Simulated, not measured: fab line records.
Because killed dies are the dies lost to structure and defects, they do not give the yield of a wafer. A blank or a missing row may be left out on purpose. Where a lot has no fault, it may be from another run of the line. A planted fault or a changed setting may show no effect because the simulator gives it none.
Chamber matching / flow nand harc / NHARC_THIN_TSV_DEP_47 on pecvd-01 has 3 sister chambers
The step deposits SiO2, target thk 200 nm. 6 wafers are shown with their chamber, then 7 later ones without.

== WAFERS, EACH WITH ITS CHAMBER ==
wafer=L256.5; chamber=0; throttle valve pct (%)=15.2; flow sccm (sccm)=2649
wafer=L257.5; chamber=2; throttle valve pct (%)=16.0; flow sccm (sccm)=2649
wafer=L257.6; chamber=0; throttle valve pct (%)=15.3; flow sccm (sccm)=2655
wafer=L259.2; chamber=2; throttle valve pct (%)=16.2; flow sccm (sccm)=2665
wafer=L270.3; chamber=1; throttle valve pct (%)=15.8; flow sccm (sccm)=2646
wafer=L270.4; chamber=1; throttle valve pct (%)=16.1; flow sccm (sccm)=2662

== WAFERS WITH NO CHAMBER GIVEN ==
wafer=L270.5; throttle valve pct (%)=15.5; flow sccm (sccm)=2641
wafer=L271.2; throttle valve pct (%)=16.3; flow sccm (sccm)=2648
wafer=L271.3; throttle valve pct (%)=15.3; flow sccm (sccm)=2655
wafer=L271.5; throttle valve pct (%)=15.3; flow sccm (sccm)=2652
wafer=L272.1; throttle valve pct (%)=15.7; flow sccm (sccm)=2648
wafer=L272.4; throttle valve pct (%)=15.7; flow sccm (sccm)=2634
wafer=L272.6; throttle valve pct (%)=16.3; flow sccm (sccm)=2639

== WHICH CHAMBER EACH WENT THROUGH ==
wafer=L270.5; from the rows above=can't be placed: 0 or 1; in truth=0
wafer=L271.2; from the rows above=can't be placed: 2 or 1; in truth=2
wafer=L271.3; from the rows above=0; in truth=0
wafer=L271.5; from the rows above=0; in truth=0
wafer=L272.1; from the rows above=can't be placed: 1 or 2 or 0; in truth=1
wafer=L272.4; from the rows above=can't be placed: 1 or 0 or 2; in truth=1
wafer=L272.6; from the rows above=can't be placed: 2 or 1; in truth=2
Correct placement for 2 of the 7. Not placeable from these rows: 5 (in 5, the candidates include the true chamber). Placed wrongly: 0.
How it was worked out, from the rows above alone: a wafer's distance from a chamber is the root of the sum, over the readings, of the square of ((its reading less the chamber's mean) divided by the reading's scatter). The wafer belongs to the nearest chamber; if the next one is less than 2 further off, it can't be placed. Each chamber's mean is taken over the wafers shown for it. The scatter: take each reading less its chamber's mean, square it, sum over the shown wafers, divide by the number of wafers less the number of chambers, and take the root.
